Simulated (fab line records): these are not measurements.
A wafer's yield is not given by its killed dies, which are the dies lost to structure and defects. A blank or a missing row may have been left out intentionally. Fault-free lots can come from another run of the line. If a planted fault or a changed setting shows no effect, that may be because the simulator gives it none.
Chamber matching    flow nand-harc    rie-diel-13 running NHARC_P_BONDPAD_ETCH_37: 4 sister chambers
The step etches the open film in N2/H2, target depth 60 nm, overetch 18 nm, time 65.91 s. 4 wafers are shown with their chamber, then 8 later ones without.

== WAFERS PAIRED WITH THEIR CHAMBERS ==
wafer   chamber  drypump-motor-current-A (A)
L458.3  3        6.4
L461.1  2        5.6
L461.4  0        6.0
L472.2  1        5.7

== WAFERS WITHOUT THEIR CHAMBER ==
wafer   drypump-motor-current-A (A)
L472.3  6.3
L472.6  5.7
L474.2  5.6
L474.3  6.3
L474.5  5.7
L473.3  6.4
L473.4  5.6
L473.6  5.6

== WHICH CHAMBER EACH ONE RAN IN ==
wafer    from the rows above   in truth
L472.3   3                     3
L472.6   1                     1
L474.2   2                     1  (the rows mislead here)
L474.3   3                     3
L474.5   1                     1
L473.3   3                     3
L473.4   2                     2
L473.6   2                     2
Correctly placed: 7 of 8. From these rows, 0 cannot be placed. Wrongly placed: 1.
How it was worked out, from the rows above alone: a wafer's distance from a chamber is the root of the sum, over the readings, of the square of ((its reading less the chamber's mean) divided by the reading's scatter). If the next closest chamber is less than 2 further off than the closest, the wafer can't be placed; otherwise it belongs to the closest. The mean given for a chamber averages the wafers shown for that chamber. The scatter: root of mean squared gap, hidden wafer to nearest shown wafer, with one shown wafer a chamber.
